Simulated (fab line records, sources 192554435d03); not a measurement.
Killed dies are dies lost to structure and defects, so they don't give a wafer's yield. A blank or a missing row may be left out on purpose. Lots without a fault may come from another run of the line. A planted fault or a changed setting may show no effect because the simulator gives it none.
Chamber matching | flow n5_finfet | N5_BEOL_M8_VIA_ETCH_34 on rie_diel-04: 4 sister chambers
The step etches SiCOH lowk in C4F6/O2, target depth 125.5 nm, time 50.5 s. 4 wafers are shown with their chamber, then 12 later ones without.

WAFERS WITH THEIR CHAMBER
wafer  | chamber | drypump_motor_current_A (A)
L084.1 | 1       | 5.5
L084.3 | 3       | 5.5
L088.1 | 2       | 5.1
L088.4 | 0       | 6.3

WAFERS WITHOUT THEIR CHAMBER
wafer  | drypump_motor_current_A (A)
L091.2 | 5.1
L091.5 | 5.2
L091.6 | 5.5
L092.1 | 6.2
L092.4 | 5.5
L092.6 | 5.1
L094.1 | 6.3
L094.2 | 5.5
L094.6 | 5.5
L097.1 | 5.2
L097.2 | 5.5
L097.5 | 5.1

WHICH CHAMBER EACH WENT THROUGH
wafer  | from the rows above     | in truth
L091.2 | 2                       | 2
L091.5 | 2                       | 2
L091.6 | can't be placed: 1 or 3 | 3
L092.1 | 0                       | 0
L092.4 | can't be placed: 1 or 3 | 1
L092.6 | 2                       | 2
L094.1 | 0                       | 0
L094.2 | can't be placed: 1 or 3 | 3
L094.6 | can't be placed: 1 or 3 | 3
L097.1 | 2                       | 2
L097.2 | can't be placed: 1 or 3 | 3
L097.5 | 2                       | 2
Placed correctly: 7 of 12. Can't be placed from these rows: 5 (the true chamber is among the candidates in 5). Placed wrongly: 0.
How it was worked out, from the rows above alone: a wafer's distance from a chamber is the root of the sum, over the readings, of the square of ((its reading less the chamber's mean) divided by the reading's scatter). The wafer belongs to the nearest chamber; if the next one is less than 2 further off, it can't be placed. A chamber's mean is the mean of its shown wafers. The scatter: with one shown wafer a chamber, the root of the mean of the squares of how far each hidden wafer lies from its nearest shown one.
